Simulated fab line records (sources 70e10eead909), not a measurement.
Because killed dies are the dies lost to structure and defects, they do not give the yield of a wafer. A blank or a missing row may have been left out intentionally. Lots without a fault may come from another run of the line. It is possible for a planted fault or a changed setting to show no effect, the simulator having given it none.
A struck lot beside a sound one -- flow nand-harc -- 34 out of 1302 route steps
Sound: these wafers, L939.1, L939.2, L939.4. Wafers struck: L924.1, L924.2, L924.3. The cause is given at the end.
Per side, at each step with rows, come the tool, then ch with its chambers, and then its first start. Under that, the readings that differ: sound wafers -- struck wafers -- difference of the means -- sigmas: that difference in standard deviations of wafers without a fault.
alike: readings whose means differ by less than 2 such deviations, and words and numbers that are the same on both sides. not compared: withheld readings, readings that some wafer has no value for, bounds like >300 that may hide the same value, and numbers for which the record gives no deviation and whose values overlap.
The two part at a step that has a row with sigmas, a row that says differs or no value, or rows on one side only. Non-overlapping numbers with no deviation appear without sigmas and do not part them. A reading missing from all wafers of one side parts the sides only when that side holds two or more wafers.

first, 5 steps without rows for these wafers: NHARC_A_ONON_D1_DEP_19 (target thk 1000 nm); NHARC_A_ONON_D1_DEP_22 (target thk 1000 nm); NHARC_A_ONON_D1_DEP_25 (target thk 1000 nm); NHARC_A_ONON_D1_DEP_28 (target thk 1000 nm); NHARC_A_ONON_D1_DEP_33 (deposits SiO2, target thk 200 nm).
NHARC_A_CHANNEL_HOLE_D1_DEP_00: deposits aC, target thk 3100 nm.
  sound on acl-dep-01 ch 0, day 16 05:26; struck on acl-dep-03 ch 0, day 9 23:42
  alike: throttle-valve-pct
then, 11 steps without rows for these wafers: NHARC_A_CHANNEL_HOLE_D1_DEP_01 (deposits SiON, target thk 140 nm); NHARC_A_CHANNEL_HOLE_D1_DEHYDRATE_02 (time 120 s); NHARC_A_CHANNEL_HOLE_D1_HMDS_03 (time 30 s); NHARC_A_CHANNEL_HOLE_D1_COAT_36 (time 75 s); NHARC_A_CHANNEL_HOLE_D1_COAT_37 (time 65 s); NHARC_A_CHANNEL_HOLE_D1_COAT_04 (resist thk 90 nm); NHARC_A_CHANNEL_HOLE_D1_SOFTBAKE_05 (time 55 s); NHARC_A_CHANNEL_HOLE_D1_EBR_06; NHARC_A_CHANNEL_HOLE_D1_EXPOSE_07 (exposes mask HOLE D1, target cd 100 nm); NHARC_A_CHANNEL_HOLE_D1_PEB_08 (peb time 65 s); NHARC_A_CHANNEL_HOLE_D1_DEVELOP_09 (develop time 35 s).
NHARC_A_CHANNEL_HOLE_D1_INSPECT_12:
  sound on defect-inspect-02, day 16 08:13; struck on defect-inspect-02, day 10 02:28
reading,sound,struck,difference,sigmas
raw-defect-count,5 3 6,342 307 365,+333,+99 or more
then, 14 steps without rows for these wafers: NHARC_A_CHANNEL_HOLE_D1_DESCUM_15 (chemistry O2, time 3 s); NHARC_A_CHANNEL_HOLE_D1_ETCH_38 (etches the open film in CF4, target depth 39 nm, time 65 s); NHARC_A_CHANNEL_HOLE_D1_ETCH_39 (etches the open film in N2/H2, target depth 260 nm, time 325 s); NHARC_A_CHANNEL_HOLE_D1_ETCH_34 (etches the open film in CF4/CHF3, target depth 154 nm, time 77 s); NHARC_A_CHANNEL_HOLE_D1_ETCH_16 (etches the open film in O2/COS, target depth 3100 nm, time 806 s); NHARC_A_CHANNEL_HOLE_D1_ETCH_19 (etches the open film in C4F8/O2/Ar, time 34.5 s); NHARC_A_CHANNEL_HOLE_D1_ETCH_20 (etches the open film in C4F8/O2/Ar, time 361.9 s, target depth 1600 nm); NHARC_A_CHANNEL_HOLE_D1_ETCH_21 (etches the open film in C4F8/O2/Ar, time 514.3 s, target depth 1600 nm); NHARC_A_CHANNEL_HOLE_D1_ETCH_22 (etches the open film in C4F8/O2/Ar, time 666.7 s, target depth 1600 nm); NHARC_A_CHANNEL_HOLE_D1_ETCH_23 (etches the open film in C4F8/O2/Ar, time 819 s, target depth 1600 nm); NHARC_A_CHANNEL_HOLE_D1_ETCH_24 (etches the open film in C4F8/O2/Ar, time 906.2 s, target depth 1500 nm); NHARC_A_CHANNEL_HOLE_D1_ETCH_25 (etches the open film in C4F8/O2/Ar, time 1040.2 s, target depth 1500 nm); NHARC_A_CHANNEL_HOLE_D1_ETCH_26 (etches the open film in C4F8/O2/Ar, time 224.1 s, target depth 300 nm); NHARC_A_CHANNEL_HOLE_D1_ETCH_33 (etches the open film in C4F8/O2/Ar, time 90 s, target depth 400 nm).
NHARC_A_CHANNEL_HOLE_D1_INSPECT_40:
  sound on defect-inspect-02, day 16 17:42; struck on defect-inspect-02, day 10 09:23
reading,sound,struck,difference,sigmas
raw-defect-count,75 105 100,414 397 427,+319,+11
-- the record jumps here: 17 days lie between the struck wafers' starts before and after (it left off in module A_CHANNEL_HOLE_D1 and takes up again in module END, whose first step shown is number 1302 of the route) --
NHARC_END_SORT_01:
  sound on prober-02 ch 0, day 31 23:58; struck on prober-02 ch 0, day 27 11:49
  alike: killed-at-array, killed-at-other, killed-at-periphery, killed-dies, killed-open, killed-short

== WHERE THEY PART ==
Earliest at NHARC_A_CHANNEL_HOLE_D1_INSPECT_12; latest, in this record, at NHARC_A_CHANNEL_HOLE_D1_INSPECT_40. Later steps at which nothing parts them and some readings are alike: NHARC_END_SORT_01.

WHY: the cause the simulator had injected
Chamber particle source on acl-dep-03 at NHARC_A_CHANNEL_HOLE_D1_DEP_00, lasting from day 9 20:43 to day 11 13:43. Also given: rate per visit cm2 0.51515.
